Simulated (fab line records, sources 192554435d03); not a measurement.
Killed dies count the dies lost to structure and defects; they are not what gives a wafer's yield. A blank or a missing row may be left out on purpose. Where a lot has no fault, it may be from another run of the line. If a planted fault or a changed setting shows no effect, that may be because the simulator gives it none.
fab line records ; flow n5Finfet
record lots=4; wafers=12; lastDay=18
route steps=1938 shown BEOL_M4@1072 BEOL_M5@1112 PASSIVATION@1936
lots untouched by any fault: they come from a run of this same line in which no faults occurred
startH: start of the lot's first displayed wafer, in hours after the record's first day ; waitH: hours elapsed since this lot's preceding step ; " same as the row above ; L1.1+2: a single row standing in for several wafers ; - no value, or no start was given ; * or withheld: withheld ; < > ~ a bound
route shown NAME@n: names a module that has steps shown in the file, with the first one's number in the route ; usual: mean/standard deviation of fault-free wafers ; same: alike in all rows ; chamber/n: place in a boat ; sites: per-site readings ; _std_site: the standard deviation of these ; _edge_site: outer sites' mean less inner sites' ; radiusMm: how far each site lies from the wafer's centre ; mask NAME#n: copy n ; behind: tool/chamber where the wafer was last shaped ; hold: the reason the lot was held/the length of the hold in hours/how it ended ; device: which transistor (n, p or np) failed to switch ; end of line: the same wafers' tests at the end of the route ; a step given without rows: its recipe and nothing more ; killed: the dies lost at the first sort to structure and to defects; this is not the yield of the wafer ; map: a wafer's dies, marking killed ones x, the rest . and places with no die _
set.NAME: the setting as run; set.NAME@STEP: as run at that earlier step ; model.NAME: the simulator's own value behind a step, which no gauge read
lots seen at some steps along the route; tables by step, rows by wafer
services: from which hour (startH, from the record's first day; less than 0 if before it) a tool's chamber was out of use, for how many hours, and why
## steps
# step N5_BEOL_M4_STRIP_97
# recipe chemistry=N2/H2; timeS=10; powerW=450; tempC=40; pressureMtorr=20; rfFrequencyHz=6e+07; biasPowerW=7; n2FlowSccm=200; h2FlowSccm=200
# step N5_BEOL_M4_HM_STRIP_39
# recipe chemistry=peroxideTinStrip; material=TiN; targetDepthA=250; tempC=50; timeS=158
# step N5_BEOL_M4_SRD_40
# recipe timeS=30; tempC=23; rinseLiquid=diw; dry=ipaMarangoni
# step N5_BEOL_M4_PRECLEAN_42
# recipe chemistry=residueRemover; timeS=60; tempC=40
# step N5_BEOL_M4_SRD_43
# recipe timeS=30; tempC=23; rinseLiquid=diw; dry=ipaMarangoni
# step N5_BEOL_M4_DEGAS_44
# recipe ambient=vacuum; tempC=250; timeS=60
# step N5_BEOL_M4_PRE_CLEAN_45
# recipe gas=H2/He; timeS=30; tempC=250
# step N5_BEOL_M4_ALD_84
# recipe material=TaN; targetThkA=*; tempC=275; aldPrecursorFamily=PDMAT; aldCoReactant=NH3; pressureTorr=3; carrierFlowSccm=1500; pulseTimeS=2; purgeTimeS=3; coReactantPurgeTimeS=2; coReactantPulseTimeS=3; aldCycles=30; precursorVesselTempC=75; precursorVesselPressureTorr=26.25; precursorVesselCarrierSccm=1000
# step N5_BEOL_M4_SURFACE_TREAT_85
# recipe gas=Ar; timeS=*; ionEnergyEv=*; ionCurrentMaCm2=0.5; pressureMtorr=*; arFlowSccm=30
# step N5_BEOL_M4_CVD_47
# recipe material=Co; targetThkA=30; tempC=withheld; precursor=CCTBA/H2; pressureTorr=30; timeS=223.8
# step N5_BEOL_M4_SPUTTER_48
# recipe material=Cu; targetThkA=45; tempC=-20; chamberPressurePa=0.07; powerW=withheld; timeS=8.29
# usual throttleValvePct=29.7/0.95
lot.wafer;tool;chamber;startH;waitH;throttleValvePct
L992.1;pvdSputter-03;-;193.11;0.1;30.3
L992.3;pvdSputter-03;-;193.11;0.1;30.6
L992.4;pvdSputter-03;-;193.11;0.1;28.7
L997.1;pvdSputter-03;-;237.55;0.1;30.1
L997.3;pvdSputter-03;-;237.55;0.1;29.1
L997.6;pvdSputter-03;-;237.55;0.1;28.5
L998.4;pvdSputter-03;-;246.54;0.0;28.9
L998.5;pvdSputter-03;-;246.54;0.0;28.9
L998.6;pvdSputter-03;-;246.54;0.0;30.4
L112.2;pvdSputter-01;-;322.38;0.2;28.8
L112.5;pvdSputter-01;-;322.38;0.2;27.9
L112.6;pvdSputter-01;-;322.38;0.2;30.6
# step N5_BEOL_M4_ANNEAL_49
# recipe tempC=400; timeS=240; ambient=vacuum
# step N5_BEOL_M4_SPUTTER_79
# recipe material=Cu; targetThkA=45; tempC=-20; chamberPressurePa=0.07; powerW=withheld; timeS=8.29
# step N5_BEOL_M4_ANNEAL_80
# recipe tempC=400; timeS=240; ambient=vacuum
# step N5_BEOL_M4_SPUTTER_81
# recipe material=Cu; targetThkA=45; tempC=-20; chamberPressurePa=0.07; powerW=withheld; timeS=8.29
# step N5_BEOL_M4_ANNEAL_82
# recipe tempC=400; timeS=240; ambient=vacuum
# step N5_BEOL_M4_SPUTTER_86
# recipe material=Cu; targetThkA=45; tempC=-20; chamberPressurePa=0.07; powerW=withheld; timeS=8.29
# step N5_BEOL_M4_ANNEAL_87
# recipe tempC=400; timeS=240; ambient=vacuum
# step N5_BEOL_M4_SPUTTER_88
# recipe material=Cu; targetThkA=45; tempC=-20; chamberPressurePa=0.07; powerW=withheld; timeS=8.29
# step N5_BEOL_M4_ANNEAL_89
# recipe tempC=400; timeS=240; ambient=vacuum
# step N5_BEOL_M4_SPUTTER_90
# recipe material=Cu; targetThkA=45; tempC=-20; chamberPressurePa=0.07; powerW=withheld; timeS=8.29
# step N5_BEOL_M4_ANNEAL_91
# recipe tempC=400; timeS=240; ambient=vacuum
# step N5_BEOL_M4_SPUTTER_92
# recipe material=Cu; targetThkA=45; tempC=-20; chamberPressurePa=0.07; powerW=withheld; timeS=8.29
# step N5_BEOL_M4_ANNEAL_93
# recipe tempC=400; timeS=240; ambient=vacuum
# step N5_BEOL_M4_SPUTTER_94
# recipe material=Cu; targetThkA=45; tempC=-20; chamberPressurePa=0.07; powerW=withheld; timeS=8.29
# step N5_BEOL_M4_ANNEAL_95
# recipe tempC=400; timeS=240; ambient=vacuum
# step N5_BEOL_M4_SPUTTER_96
# recipe material=Cu; targetThkA=45; tempC=-20; chamberPressurePa=0.07; powerW=withheld; timeS=8.29
# step N5_BEOL_M4_ECD_50
# recipe material=Cu; targetThkA=3000
# step N5_BEOL_M4_ANNEAL_51
# recipe tempC=225; timeS=90; ambient=N2
# step N5_BEOL_M4_CMP_52
# recipe stopOn=SiOC; tOverpolishS=6.8; downForcePsi=1; platenRpm=50; clearingPlatenDownForcePsi=1.5; clearingPlatenRpm=50; postCmpClean=cuAlkaline; targetThkNm=40; clearingPlatenPadVelocityMS=0.99484; padVelocityMS=0.99484
# step N5_BEOL_M4_PRE_CLEAN_60
# recipe gas=NH3/H2; timeS=15; tempC=*; rfPowerW=300
# step N5_BEOL_M4_CO_CAP_55
# recipe material=Co; targetThkA=20; tempC=200; precursor=CCTBA/H2; pressureTorr=30; timeS=102.1
# step N5_BEOL_M4_PRE_CLEAN_56
# recipe gas=NH3; timeS=15; tempC=withheld; rfPowerW=300
# step N5_BEOL_M4_DEP_57
# recipe material=SiCN; targetThkA=80; tempC=withheld; precursor=3MS/NH3; pressureTorr=3; rfW=202; timeS=14
# step N5_BEOL_M5_ILD_DEP_00
# recipe material=SiCOH_lowk; targetThkA=1406.4; tempC=300; precursor=DEMS/porogen; pressureTorr=5; rfW=500; timeS=25.9
# step N5_BEOL_M5_CURE_79
# recipe tempC=385; timeS=240; ambient=He/Ar; material=SiCOH_lowk
# step N5_PASSIVATION_PROBE_49
# usual defectLimitedYield=91.2/1.2; killed_at_M0_to_M3=34/9.9; killed_at_M4_up=14/5.7; killedAtContacts=13/6.3; killedAtFrontEnd=39/9.9; killedAtOther=3.7/2.8; killedDies=104/15; killedOpen=68/12; killedShort=34/6.7; sort_bin_5_function=5.2/0.9; sort_bin_6_memory=3.3/0.57; sortNPass=1076/15; sortYieldPct=91.2/1.2
# same grossDies=1180; killedAtBackSide=0; sort_bin_4_leakage[%]=0; sort_bin_8_speed[%]=0
lot.wafer;tool;chamber;startH;waitH;defectLimitedYield[%];killed_at_M0_to_M3;killed_at_M4_up;killedAtContacts;killedAtFrontEnd;killedAtOther;killedDies;killedOpen;killedShort;sort_bin_5_function[%];sort_bin_6_memory[%];sortNPass;sortYieldPct[%]
L997.3;prober-02;-;340.81;0.1;81.5;14;166;7;26;5;218;42;21;11.7;3.3;962;81.5
L997.6;prober-02;-;340.96;0.3;80.3;27;158;14;33;0;232;48;29;12.5;3.7;948;80.3
L998.4;prober-02;-;358.25;0.2;80.5;33;157;3;31;6;230;48;28;12.9;3.4;950;80.5
L998.5;prober-02;-;358.30;0.2;80.3;21;155;7;47;2;232;60;28;11.2;5.3;948;80.3
L998.6;prober-02;-;358.35;0.3;93.3;28;10;5;31;5;79;45;32;4.2;1.9;1101;93.3
L112.2;prober-01;-;427.06;0.1;92.3;33;10;6;33;9;91;49;40;4.3;3.1;1089;92.3
L112.5;prober-01;-;427.21;0.2;88.6;23;20;32;48;11;134;95;39;7.5;3.6;1046;88.6
L112.6;prober-01;-;427.26;0.3;92.7;24;6;16;36;4;86;58;24;4.2;3.0;1094;92.7
# killed by level:class
L997.3 BEOL_M4:unspecified=154 FIN_SAQP:geometricParticle:open=7 MOL_CONTACT_COAG:geometricParticle:open=6 FIN_SAQP:geometricParticle:short=5 STI_FIN_REVEAL:geometricParticle:open=5 BEOL_M0_SAQP:geometricParticle:short=5 BEOL_M5:geometricParticle:open=4 BEOL_M2:geometricParticle:open=3
L997.6 BEOL_M4:unspecified=148 MOL_CONTACT_COAG:geometricParticle:open=13 FIN_SAQP:geometricParticle:open=9 FIN_SAQP:geometricParticle:short=8 BEOL_M0_SAQP:geometricParticle:short=8 BEOL_M4:geometricParticle:open=6 HKMG_FIN:areaEtch=5 BEOL_M0_SAQP:geometricParticle:open=4
L998.4 BEOL_M4:unspecified=149 FIN_SAQP:geometricParticle:short=12 BEOL_M3:geometricParticle:open=9 BEOL_M1:geometricParticle:open=8 FIN_SAQP:geometricParticle:open=6 BEOL_M0_SAQP:geometricParticle:open=5 STARTING-WAFER:geometricParticle:short=4 BEOL_M0:geometricParticle:open=3
L998.5 BEOL_M4:unspecified=144 STI_FIN_REVEAL:geometricParticle:open=11 FIN_SAQP:geometricParticle:open=10 FIN_SAQP:geometricParticle:short=9 MOL_CONTACT_COAG:geometricParticle:open=6 BEOL_M4:geometricParticle:open=5 BEOL_M1:geometricParticle:open=4 STARTING-WAFER:geometricParticle:open=3
L998.6 FIN_SAQP:geometricParticle:short=9 BEOL_M0_SAQP:geometricParticle:short=6 FIN_SAQP:geometricParticle:open=4 MOL_CONTACT_COAG:geometricParticle:open=4 DUMMY_GATE:geometricParticle:open=3 GATE_CUT:geometricParticle:open=3 BEOL_M0_SAQP:geometricParticle:open=3 BEOL_M0:geometricParticle:short=3
L112.2 BEOL_M0_SAQP:geometricParticle:short=10 BEOL_M0:geometricParticle:open=8 FIN_SAQP:geometricParticle:open=7 FIN_SAQP:geometricParticle:short=7 MOL_CONTACT_COAG:geometricParticle:open=6 BEOL_M3:geometricParticle:open=6 GATE_CUT:geometricParticle:short=5 BEOL_M4:geometricParticle:open=5
L112.5 MOL_CONTACT_COAG:geometricParticle:open=29 BEOL_M4:geometricParticle:open=12 STI_FIN_REVEAL:geometricParticle:open=10 DUMMY_GATE:geometricParticle:open=7 FIN_SAQP:geometricParticle:short=7 FIN_SAQP:geometricParticle:open=6 GATE_CUT:geometricParticle:short=6 BEOL_M0_SAQP:geometricParticle:open=5
L112.6 MOL_CONTACT_COAG:geometricParticle:open=12 FIN_SAQP:geometricParticle:short=7 BEOL_M0_SAQP:geometricParticle:open=6 GATE_CUT:geometricParticle:open=6 BEOL_M2:geometricParticle:open=6 DUMMY_GATE:geometricParticle:open=5 STI_FIN_REVEAL:geometricParticle:open=4 STARTING-WAFER:geometricParticle:open=4
# map L997.6 (x killed, . not)
_________________x...........________________
______________.................._____________
___________........x...............__________
__________...x......x.x..x.........._________
________....................xx........_______
_______..x.......xxx.xxxx..............______
______..x...x.....x.xxxxxxxxxx.....x...._____
_____.............xxxxxxxxxxxxxx.x.......____
____...............xxxxxxxxxxx............___
___.......x......xxxxxxxxxxxxxxx...........__
___........x..xxxxxxxxxxxxxxxxx........x...__
__........x.x.x..xxxxxxxxxxxxxxxx...x......._
__....x..........xxxxxxxxxxxxxxx.x.........._
_..x.........x...xxxxxxxxxxxxxx...........x..
_.................xxxxxxxxxxxx...............
_.........x........xxxxxxxxxx.x......xx..x...
_..........x.x......xxxx.xxxxx.x..x..........
_x........x....x.......x..........x..........
_.................x.......................xx.
_...x.xx.......x.....x.........x..x..........
_...........................x................
__.......................x..x..x.x...x.....x_
__.......x.x................................_
___..x.....x........x......................__
___......x...x......x......................__
____................................x.....___
_____....................x......x........____
______......x...........x..............._____
_______.....x..........x............x..______
________............x................._______
__________.....x...................._________
___________..x..........x...x......__________
______________...x.............._____________
_________________...x..x..x..________________
# map L998.5 (x killed, . not)
_________________............________________
______________...x..x..........._____________
___________............x...........__________
__________...............x.........._________
________.x...x.x.....x.x..xxx........._______
_______.......x.x..xxxxxxx.............______
______.............xxxxxxx.x.x.........x_____
_____......x.......xx.xxxxxxxxx.....x....____
____...........x..xxxxxxxxxxxxxx......x...___
___.....xx....x.xxxxxxxxxxxxxxxx.x......x..__
___...x....x....xx.xxxxxxxxxxxxx.......x...__
__.......x.....x.xxxxxxxxxxxxxx............._
__............x.xxxxxxxxxxxxxxxx...........x_
_..........x..x..xxxxxxxxxxxxxx..............
_.................x.xxxxxxxxxxx.......x......
_...........xx..x.x.xxxxxxx.xx............x..
_.....x..xx.......x..x.x...x..x........x...x.
_...........x.........xxx......x.xx..........
_.....x......................................
_.......x............x...........x...........
_.....................................x......
__..................x....x........x.x......._
__..................x.x...........x........._
___......x............x........x...........__
___.........x.........x.............x......__
____.....................x...............x___
_____.....x..............................____
______.x......x...............x........x_____
_______..................x......x......______
________.x...........x.x....x........._______
__________..x........x.............._________
___________....x..x.x..............__________
______________..........x......._____________
_________________..x...x.....________________
## services
tool;chamber;startH;hours;kind
pvdSputter-01;-;211.92;2.5;repair
## key
firstSign step=N5_PASSIVATION_PROBE_49; reading=killed_at_M4_up; direction=up; sigmas=25; usual=14; struck=159
effect step=N5_PASSIVATION_PROBE_49; reading=killedDies; direction=up; sigmas=8.4; usual=104; struck=228
moreKillsBornAt N5_BEOL_M4_SPUTTER_48@pvdSputter-03=595
metAt N5_BEOL_M4_SPUTTER_48
struckWafers L997.3,L997.6,L998.4,L998.5
fault kind=chamberParticleSource; tool=pvdSputter-03; chamber=-; onsetH=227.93; steps=N5_BEOL_M4_SPUTTER_48; ratePerVisitCm2=1.3473; endH=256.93; scope=struckWafersOnly
